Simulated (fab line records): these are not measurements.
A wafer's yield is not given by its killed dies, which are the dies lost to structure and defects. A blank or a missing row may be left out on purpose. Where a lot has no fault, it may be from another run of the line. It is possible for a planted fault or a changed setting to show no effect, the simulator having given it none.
Chamber matching    flow nand_harc    NHARC_P_ZERO_WELL_DESCUM_39 on rie_diel-06: 4 sister chambers
The step chemistry O2, time 3 s. 4 wafers are shown with their chamber, then 7 later ones without.

EACH WAFER AND ITS CHAMBER
wafer   chamber  drypump_motor_current_A (A)
L635.2  0        6.4
L642.1  3        6.7
L645.1  1        4.8
L645.2  2        5.7

WAFERS WHOSE CHAMBER IS MISSING
wafer   drypump_motor_current_A (A)
L645.3  6.4
L647.1  6.8
L647.2  5.8
L647.6  6.8
L651.3  6.4
L651.4  4.8
L651.6  6.4

CHAMBER TAKEN BY EACH
wafer   from the rows above  in truth
L645.3  0                    0
L647.1  3                    3
L647.2  2                    2
L647.6  3                    3
L651.3  0                    0
L651.4  1                    1
L651.6  0                    0
Correct placement for 7 of the 7. Left unplaced by these rows: 0. Placed wrongly: 0.
How it was worked out, from the rows above alone: a wafer's distance from a chamber is the root of the sum, over the readings, of the square of ((its reading less the chamber's mean) divided by the reading's scatter). The wafer belongs to the nearest chamber; if the next one is less than 2 further off, it can't be placed. Each chamber's mean is taken over the wafers shown for it. The scatter: with one shown wafer a chamber, the root of the mean of the squares of how far each hidden wafer lies from its nearest shown one.
